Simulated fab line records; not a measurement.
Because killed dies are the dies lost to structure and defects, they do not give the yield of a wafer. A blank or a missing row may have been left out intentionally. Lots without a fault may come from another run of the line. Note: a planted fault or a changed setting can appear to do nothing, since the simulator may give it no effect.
Matching of chambers -- flow n5-finfet -- rie-si-01 running N5_PMOS_HMC_CHANNEL_EPI_FIN_RECESS_16: 4 sister chambers
The step chemistry HBr/Cl2, target Si, target depth 54 nm, time 18 s. 4 wafers are shown with their chamber, then 9 later ones without.

== EACH WAFER AND ITS CHAMBER ==
wafer,chamber,throttle-valve-pct (%)
L080.5,1,35.0
L086.1,0,34.6
L090.5,3,35.6
L090.6,2,35.9

== WAFERS WITH NO CHAMBER GIVEN ==
wafer,throttle-valve-pct (%)
L092.1,35.0
L092.2,34.6
L092.5,36.0
L094.3,35.0
L094.4,35.6
L094.5,35.6
L096.2,34.6
L096.3,36.0
L096.4,35.6

== EACH ONE'S CHAMBER ==
wafer,from the rows above,in truth
L092.1,1,1
L092.2,0,0
L092.5,2,2
L094.3,1,1
L094.4,3,3
L094.5,3,3
L096.2,0,0
L096.3,2,2
L096.4,3,3
9 of 9 placed correctly. From these rows, 0 cannot be placed. Wrongly placed: 0.
How it was worked out, from the rows above alone: a wafer's distance from a chamber is the root of the sum, over the readings, of the square of ((its reading less the chamber's mean) divided by the reading's scatter). The wafer belongs to the nearest chamber; if the next one is less than 2 further off, it can't be placed. The mean given for a chamber averages the wafers shown for that chamber. The scatter: root of mean squared gap, hidden wafer to nearest shown wafer, with one shown wafer a chamber.
